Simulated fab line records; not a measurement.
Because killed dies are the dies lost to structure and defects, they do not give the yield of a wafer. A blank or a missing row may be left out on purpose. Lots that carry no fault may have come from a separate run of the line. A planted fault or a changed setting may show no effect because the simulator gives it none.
Which of the tools did it? :: flow nand harc :: 13 lots with 36 wafers sampled at 4 steps, on a route of 1159 steps

== WHAT EACH GAUGE READ, for each wafer ==
Not one reading of a measure or inspect step in the record can be checked against a usual standard deviation.

== WHICH TOOL RAN EACH LOT (tool, then ch and the chambers of the sampled wafers, then the start) ==
lot: L453
NHARC_A_WL_FILL_ALD_19: ald metal-02 ch 0,2,3, day 15 20:39
NHARC_A_CONTACT_ETCH_48: rie diel-07 ch 0,2,3, day 16 09:29
NHARC_A_CONTACT_ETCH_49: rie diel-07 ch 1,2,3, day 16 11:18 or earlier
NHARC_A_CONTACT_ETCH_117: har cap etch-02 ch 0,1, day 16 11:18

lot: L457
NHARC_A_WL_FILL_ALD_19: ald metal-04 ch 0,1,3, day 16 10:40
NHARC_A_CONTACT_ETCH_48: rie diel-07 ch 0,1,2, day 16 20:23
NHARC_A_CONTACT_ETCH_49: rie diel-07 ch 1,2, day 16 22:13 or earlier
NHARC_A_CONTACT_ETCH_117: har cap etch-02 ch 1, day 16 22:13

lot: L454
NHARC_A_WL_FILL_ALD_19: ald metal-01 ch 0,2,3, day 16 10:40
NHARC_A_CONTACT_ETCH_48: rie diel-01 ch 1,2,3, day 16 20:41
NHARC_A_CONTACT_ETCH_49: rie diel-01 ch 0,1,3, day 16 22:35 or earlier
NHARC_A_CONTACT_ETCH_117: har cap etch-03 ch 0,1, day 16 22:35

lot: L455
NHARC_A_WL_FILL_ALD_19: ald metal-01 ch 0,2,3, day 16 10:47
NHARC_A_CONTACT_ETCH_48: rie diel-08 ch 0,1,3, day 17 00:55
NHARC_A_CONTACT_ETCH_49: rie diel-08 ch 1,2,3, day 17 04:32 or earlier
NHARC_A_CONTACT_ETCH_117: har cap etch-01 ch 0,1, day 17 04:32

lot: L458
NHARC_A_WL_FILL_ALD_19: ald metal-01 ch 0,1, day 16 22:30
NHARC_A_CONTACT_ETCH_48: rie diel-01 ch 0,1,2, day 17 12:09
NHARC_A_CONTACT_ETCH_49: rie diel-01 ch 0,3, day 17 14:31 or earlier
NHARC_A_CONTACT_ETCH_117: har cap etch-02 ch 0,1, day 17 14:31

lot: L461
NHARC_A_WL_FILL_ALD_19: ald metal-02 ch 2,3, day 18 04:03
NHARC_A_CONTACT_ETCH_48: rie diel-08 ch 2,3, day 18 15:52
NHARC_A_CONTACT_ETCH_49: rie diel-08 ch 0,2, day 18 17:48 or earlier
NHARC_A_CONTACT_ETCH_117: har cap etch-03 ch 0,1, day 18 17:48

lot: L460
NHARC_A_WL_FILL_ALD_19: ald metal-01 ch 0,1, day 18 04:04
NHARC_A_CONTACT_ETCH_48: rie diel-07 ch 1,2,3, day 18 15:28
NHARC_A_CONTACT_ETCH_49: rie diel-07 ch 0,2,3, day 18 17:26 or earlier
NHARC_A_CONTACT_ETCH_117: har cap etch-02 ch 0,1, day 18 17:26

lot: L463
NHARC_A_WL_FILL_ALD_19: ald metal-01 ch 0,1,2, day 19 05:32
NHARC_A_CONTACT_ETCH_48: rie diel-01 ch 0,2,3, day 19 16:11
NHARC_A_CONTACT_ETCH_49: rie diel-01 ch 0,1,2, day 19 18:03 or earlier
NHARC_A_CONTACT_ETCH_117: har cap etch-02 ch 0,1, day 19 18:03

lot: L462
NHARC_A_WL_FILL_ALD_19: ald metal-02 ch 0,1,3, day 19 05:34
NHARC_A_CONTACT_ETCH_48: rie diel-07 ch 1,2,3, day 19 18:32
NHARC_A_CONTACT_ETCH_49: rie diel-07 ch 0,1, day 19 20:22 or earlier
NHARC_A_CONTACT_ETCH_117: har cap etch-01 ch 0,1, day 19 20:22

lot: L470
NHARC_A_WL_FILL_ALD_19: ald metal-04 ch 0,2, day 19 20:14
NHARC_A_CONTACT_ETCH_48: rie diel-07 ch 2,3, day 20 05:58
NHARC_A_CONTACT_ETCH_49: rie diel-07 ch 1,2, day 20 08:02 or earlier
NHARC_A_CONTACT_ETCH_117: har cap etch-03 ch 0,1, day 20 08:02

lot: L467
NHARC_A_WL_FILL_ALD_19: ald metal-01 ch 2,3, day 19 20:16
NHARC_A_CONTACT_ETCH_48: rie diel-07 ch 0,1, day 20 11:14
NHARC_A_CONTACT_ETCH_49: rie diel-07 ch 2,3, day 20 13:04 or earlier
NHARC_A_CONTACT_ETCH_117: har cap etch-02 ch 0, day 20 13:04

lot: L469
NHARC_A_WL_FILL_ALD_19: ald metal-01 ch 0,1, day 20 01:25
NHARC_A_CONTACT_ETCH_48: rie diel-07 ch 2,3, day 20 17:28
NHARC_A_CONTACT_ETCH_49: rie diel-07 ch 1,2, day 20 19:19 or earlier
NHARC_A_CONTACT_ETCH_117: har cap etch-01 ch 0,1, day 20 19:19

lot: L473
NHARC_A_WL_FILL_ALD_19: ald metal-02 ch 1,2, day 21 09:31
NHARC_A_CONTACT_ETCH_48: rie diel-08 ch 0,1,3, day 22 01:31
NHARC_A_CONTACT_ETCH_49: rie diel-08 ch 0,1,3, day 22 03:20 or earlier
NHARC_A_CONTACT_ETCH_117: har cap etch-03 ch 1, day 22 03:20
- NHARC_A_WL_FILL_ALD_19: deposits TiN, target thk 2 nm, pulse time 3 s, ald cycles 100.
- NHARC_A_CONTACT_ETCH_48: etches the open film in CF4, target depth 39 nm, time 65 s.
- NHARC_A_CONTACT_ETCH_49: etches the open film in N2/H2, target depth 260 nm, time 475.3 s.
- NHARC_A_CONTACT_ETCH_117: etches the open film in C4F8/O2/Ar, time 94 s, target depth 922 nm.

== WHAT THE TOOLS THEMSELVES READ (means of the sampled wafers that have a number; where no wafer has one, the mark that the record gives instead) ==
NHARC_A_WL_FILL_ALD_19. Usual: heater power w 1095 W, standard deviation 190; precursor pulse height rel 0.999, standard deviation 0.02.
lot: L453
tool: ald metal-02
heater power w (W): 987
precursor pulse height rel: 1.013
flag: 

lot: L457
tool: ald metal-04
heater power w (W): 1030
precursor pulse height rel: 0.971
flag: 

lot: L454
tool: ald metal-01
heater power w (W): 1024
precursor pulse height rel: 1.013
flag: 

lot: L455
tool: ald metal-01
heater power w (W): 1034
precursor pulse height rel: 0.989
flag: 

lot: L458
tool: ald metal-01
heater power w (W): 1091
precursor pulse height rel: 1.000
flag: 

lot: L461
tool: ald metal-02
heater power w (W): 986
precursor pulse height rel: 0.994
flag: 

lot: L460
tool: ald metal-01
heater power w (W): 1052
precursor pulse height rel: 1.023
flag: 

lot: L463
tool: ald metal-01
heater power w (W): 1013
precursor pulse height rel: 0.995
flag: 

lot: L462
tool: ald metal-02
heater power w (W): 1236
precursor pulse height rel: 0.999
flag: 

lot: L470
tool: ald metal-04
heater power w (W): 1169
precursor pulse height rel: 1.026
flag: 

lot: L467
tool: ald metal-01
heater power w (W): 1052
precursor pulse height rel: 1.009
flag: 

lot: L469
tool: ald metal-01
heater power w (W): 1072
precursor pulse height rel: 1.004
flag: 

lot: L473
tool: ald metal-02
heater power w (W): 1399
precursor pulse height rel: 1.033
flag: 

NHARC_A_CONTACT_ETCH_48. Usual: drypump motor current A 5.7 A, standard deviation 0.47; oes product au 1.001 a.u., standard deviation 0.011; rf vpp V 151.4 V, standard deviation 1.3; run length s 86.4 s, standard deviation 0.42; showerhead plenum p Torr 1.78 Torr, standard deviation 0.073; throttle valve pct 13.283 %, standard deviation 0.0092.
lot: L453
tool: rie diel-07
drypump motor current A (A): 6.0
oes product au (a.u.): 1.005
rf vpp V (V): 151.1
run length s (s): 86.6
showerhead plenum p Torr (Torr): 1.74
throttle valve pct (%): 13.277
flag: 

lot: L457
tool: rie diel-07
drypump motor current A (A): 5.5
oes product au (a.u.): 0.994
rf vpp V (V): 150.9
run length s (s): 86.2
showerhead plenum p Torr (Torr): 1.75
throttle valve pct (%): 13.278
flag: 

lot: L454
tool: rie diel-01
drypump motor current A (A): 5.4
oes product au (a.u.): 1.006
rf vpp V (V): 151.2
run length s (s): 86.7
showerhead plenum p Torr (Torr): 1.77
throttle valve pct (%): 13.279
flag: 

lot: L455
tool: rie diel-08
drypump motor current A (A): 5.6
oes product au (a.u.): 1.001
rf vpp V (V): 151.7
run length s (s): 86.2
showerhead plenum p Torr (Torr): 1.77
throttle valve pct (%): 13.284
flag: 

lot: L458
tool: rie diel-01
drypump motor current A (A): 5.7
oes product au (a.u.): 0.998
rf vpp V (V): 152.3
run length s (s): 86.4
showerhead plenum p Torr (Torr): 1.79
throttle valve pct (%): 13.281
flag: 

lot: L461
tool: rie diel-08
drypump motor current A (A): 5.7
oes product au (a.u.): 0.996
rf vpp V (V): 153.1
run length s (s): 86.6
showerhead plenum p Torr (Torr): 1.86
throttle valve pct (%): 13.287
flag: 

lot: L460
tool: rie diel-07
drypump motor current A (A): 5.9
oes product au (a.u.): 0.995
rf vpp V (V): 151.5
run length s (s): 86.5
showerhead plenum p Torr (Torr): 1.81
throttle valve pct (%): 13.281
flag: 

lot: L463
tool: rie diel-01
drypump motor current A (A): 5.5
oes product au (a.u.): 0.992
rf vpp V (V): 151.9
run length s (s): 86.8
showerhead plenum p Torr (Torr): 1.80
throttle valve pct (%): 13.284
flag: 

lot: L462
tool: rie diel-07
drypump motor current A (A): 5.9
oes product au (a.u.): 0.999
rf vpp V (V): 151.1
run length s (s): 86.5
showerhead plenum p Torr (Torr): 1.80
throttle valve pct (%): 13.287
flag: 

lot: L470
tool: rie diel-07
drypump motor current A (A): 6.2
oes product au (a.u.): 1.007
rf vpp V (V): 151.4
run length s (s): 84.3
showerhead plenum p Torr (Torr): 1.77
throttle valve pct (%): 13.284
flag: OFF

lot: L467
tool: rie diel-07
drypump motor current A (A): 5.6
oes product au (a.u.): 0.998
rf vpp V (V): 151.4
run length s (s): 84.2
showerhead plenum p Torr (Torr): 1.77
throttle valve pct (%): 13.272
flag: OFF

lot: L469
tool: rie diel-07
drypump motor current A (A): 6.1
oes product au (a.u.): 1.012
rf vpp V (V): 151.2
run length s (s): 84.3
showerhead plenum p Torr (Torr): 1.77
throttle valve pct (%): 13.290
flag: OFF

lot: L473
tool: rie diel-08
drypump motor current A (A): 5.6
oes product au (a.u.): 1.006
rf vpp V (V): 151.0
run length s (s): 86.2
showerhead plenum p Torr (Torr): 1.76
throttle valve pct (%): 13.287
flag: 

NHARC_A_CONTACT_ETCH_49. Usual: drypump motor current A 5.7 A, standard deviation 0.47; h2 flow sccm 150.0 sccm, standard deviation 0.39; oes product au 1.000 a.u., standard deviation 0.011; rf vpp V 431.1 V, standard deviation 2.6; run length s 496.8 s, standard deviation 0.43; showerhead plenum p Torr 2.06 Torr, standard deviation 0.092; throttle valve pct 14.172 %, standard deviation 0.0087.
lot: L453
tool: rie diel-07
drypump motor current A (A): 5.9
h2 flow sccm (sccm): 150.0
oes product au (a.u.): 1.011
rf vpp V (V): 431.5
run length s (s): 496.6
showerhead plenum p Torr (Torr): 2.09
throttle valve pct (%): 14.168
flag: 

lot: L457
tool: rie diel-07
drypump motor current A (A): 5.4
h2 flow sccm (sccm): 149.6
oes product au (a.u.): 0.999
rf vpp V (V): 432.2
run length s (s): 496.5
showerhead plenum p Torr (Torr): 2.10
throttle valve pct (%): 14.175
flag: 

lot: L454
tool: rie diel-01
drypump motor current A (A): 5.6
h2 flow sccm (sccm): 149.8
oes product au (a.u.): 1.003
rf vpp V (V): 431.6
run length s (s): 497.3
showerhead plenum p Torr (Torr): 2.10
throttle valve pct (%): 14.162
flag: 

lot: L455
tool: rie diel-08
drypump motor current A (A): 5.6
h2 flow sccm (sccm): 149.9
oes product au (a.u.): 0.993
rf vpp V (V): 431.3
run length s (s): 496.6
showerhead plenum p Torr (Torr): 2.09
throttle valve pct (%): 14.163
flag: 

lot: L458
tool: rie diel-01
drypump motor current A (A): 5.3
h2 flow sccm (sccm): 149.7
oes product au (a.u.): 0.995
rf vpp V (V): 432.6
run length s (s): 497.3
showerhead plenum p Torr (Torr): 2.12
throttle valve pct (%): 14.174
flag: 

lot: L461
tool: rie diel-08
drypump motor current A (A): 5.5
h2 flow sccm (sccm): 150.0
oes product au (a.u.): 0.994
rf vpp V (V): 432.9
run length s (s): 496.9
showerhead plenum p Torr (Torr): 2.11
throttle valve pct (%): 14.167
flag: 

lot: L460
tool: rie diel-07
drypump motor current A (A): 6.0
h2 flow sccm (sccm): 150.2
oes product au (a.u.): 1.012
rf vpp V (V): 430.5
run length s (s): 496.6
showerhead plenum p Torr (Torr): 2.01
throttle valve pct (%): 14.172
flag: 

lot: L463
tool: rie diel-01
drypump motor current A (A): 5.7
h2 flow sccm (sccm): 150.4
oes product au (a.u.): 0.990
rf vpp V (V): 430.8
run length s (s): 496.6
showerhead plenum p Torr (Torr): 2.07
throttle valve pct (%): 14.177
flag: 

lot: L462
tool: rie diel-07
drypump motor current A (A): 5.6
h2 flow sccm (sccm): 149.7
oes product au (a.u.): 1.001
rf vpp V (V): 429.2
run length s (s): 496.6
showerhead plenum p Torr (Torr): 2.00
throttle valve pct (%): 14.172
flag: 

lot: L470
tool: rie diel-07
drypump motor current A (A): 5.5
h2 flow sccm (sccm): 150.2
oes product au (a.u.): 1.001
rf vpp V (V): 430.8
run length s (s): 496.2
showerhead plenum p Torr (Torr): 2.06
throttle valve pct (%): 14.170
flag: 

lot: L467
tool: rie diel-07
drypump motor current A (A): 6.2
h2 flow sccm (sccm): 149.8
oes product au (a.u.): 1.008
rf vpp V (V): 431.1
run length s (s): 496.8
showerhead plenum p Torr (Torr): 2.04
throttle valve pct (%): 14.176
flag: 

lot: L469
tool: rie diel-07
drypump motor current A (A): 5.5
h2 flow sccm (sccm): 150.1
oes product au (a.u.): 1.002
rf vpp V (V): 430.8
run length s (s): 496.2
showerhead plenum p Torr (Torr): 2.06
throttle valve pct (%): 14.159
flag: 

lot: L473
tool: rie diel-08
drypump motor current A (A): 5.6
h2 flow sccm (sccm): 149.9
oes product au (a.u.): 1.003
rf vpp V (V): 430.0
run length s (s): 496.8
showerhead plenum p Torr (Torr): 2.03
throttle valve pct (%): 14.176
flag: 

== THE ANSWER, worked out from the rows above alone ==
Rule: lot off if the mean of its wafers having a number is beyond 3 standard deviations from the usual mean. A lot without any number at a reading at which 4 lots or more have one is off too. The other lots that the step has rows for count as sound. First the gauges in route order, then the tools' own readings, where a lot's mean is used as printed above. At the first step where some lot is off, the reading lying furthest off is the one used; lots without a number count as furthest.
Off: L470, L467, L469 (NHARC_A_CONTACT_ETCH_48, run length s).
If a tool, at that step or one of the process steps before it, ran each lot that is off and ran no sound lot following the first of them, it fits. One fits: NHARC_A_CONTACT_ETCH_48 on rie diel-07. Its last sound lot is L462 (day 19 18:32), its first lot that is off L470 (day 20 05:58): a fault that began between those two fits.
On the lots that are off, the tool's own readings at NHARC_A_CONTACT_ETCH_48 differ by more than 5 times the standard deviation of the sound lots' means, which bears it out; run length s reads 84.3 s there versus 86.5 s on the sound lots.

== WHAT HAD BEEN PUT IN BY THE SIMULATOR ==
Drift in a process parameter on rie diel-07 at NHARC_A_CONTACT_ETCH_48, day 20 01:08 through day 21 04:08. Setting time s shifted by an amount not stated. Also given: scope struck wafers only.
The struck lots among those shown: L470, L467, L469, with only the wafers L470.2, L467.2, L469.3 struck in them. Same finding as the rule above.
